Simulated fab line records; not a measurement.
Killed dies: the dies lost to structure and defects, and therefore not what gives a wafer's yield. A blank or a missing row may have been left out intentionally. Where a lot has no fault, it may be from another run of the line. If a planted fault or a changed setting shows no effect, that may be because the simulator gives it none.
Matching of chambers | flow n5-finfet | 4 sister chambers for N5_HKMG_FIN_ETCH_35 on rie-diel-04
The step etches SOC in N2/H2, target depth 215.8 nm, time 243.4 s. 18 wafers are shown with their chamber, then 9 later ones without.

## WAFERS PAIRED WITH THEIR CHAMBERS
wafer  | chamber | throttle-valve-pct (%) | drypump-motor-current-A (A) | oes-product-au (a.u.)
L083.2 | 0       | 17.60                  | 5.8                         | 0.79
L083.5 | 2       | 17.87                  | 5.6                         | 0.94
L083.6 | 1       | 18.05                  | 6.2                         | 0.75
L084.1 | 1       | 18.05                  | 6.2                         | 0.75
L084.2 | 0       | 17.60                  | 5.8                         | 0.79
L084.3 | 3       | 17.72                  | 5.5                         | 0.82
L084.4 | 2       | 17.86                  | 5.6                         | 0.94
L084.5 | 0       | 17.59                  | 5.8                         | 0.79
L084.6 | 1       | 18.06                  | 6.2                         | 0.74
L085.1 | 1       | 18.05                  | 6.1                         | 0.75
L085.2 | 2       | 17.88                  | 5.6                         | 0.94
L085.4 | 3       | 17.73                  | 5.5                         | 0.81
L086.2 | 1       | 18.06                  | 6.2                         | 0.73
L086.4 | 2       | 17.88                  | 5.7                         | 0.92
L086.6 | 3       | 17.72                  | 5.5                         | 0.81
L090.1 | 0       | 17.60                  | 5.8                         | 0.78
L090.3 | 3       | 17.76                  | 5.5                         | 0.81
L090.5 | 0       | 17.60                  | 5.8                         | 0.77

SIGNATURES (averages over the wafers above)
reading                 | chamber 0 | chamber 1 | chamber 2 | chamber 3 | scatter within a chamber
throttle-valve-pct      | 17.5980   | 18.0540   | 17.8725   | 17.7325   | 0.0105
drypump-motor-current-A | 5.800     | 6.180     | 5.625     | 5.500     | 0.0333
oes-product-au          | 0.7840    | 0.7440    | 0.9350    | 0.8125    | 0.00851
Rule: distance of a wafer from a chamber = root of the sum over the readings of ((wafer's reading minus chamber's mean) / reading's scatter) squared. If the next closest chamber is less than 2 further off than the closest, the wafer can't be placed; otherwise it belongs to the closest. How the scatter is found: for the shown wafers, subtract from each reading the mean of its chamber, square and add these, divide the total by (wafers less chambers), then take the root.

## WAFERS WITH NO CHAMBER GIVEN
wafer  | throttle-valve-pct (%) | drypump-motor-current-A (A) | oes-product-au (a.u.)
L093.1 | 17.74                  | 5.4                         | 0.79
L093.2 | 17.63                  | 5.8                         | 0.77
L093.3 | 17.89                  | 5.6                         | 0.91
L093.4 | 18.09                  | 6.2                         | 0.73
L093.5 | 17.89                  | 5.6                         | 0.91
L093.6 | 18.08                  | 6.2                         | 0.74
L096.2 | 17.89                  | 5.6                         | 0.91
L096.3 | 17.62                  | 5.8                         | 0.76
L096.4 | 17.77                  | 5.5                         | 0.79

## EACH ONE'S CHAMBER
wafer  | from the rows above | in truth
L093.1 | 3                   | 3
L093.2 | 0                   | 0
L093.3 | 2                   | 2
L093.4 | 1                   | 1
L093.5 | 2                   | 2
L093.6 | 1                   | 1
L096.2 | 2                   | 2
L096.3 | 0                   | 0
L096.4 | 3                   | 3
Correctly placed: 9 of 9. From these rows, 0 cannot be placed. 0 placed wrongly.
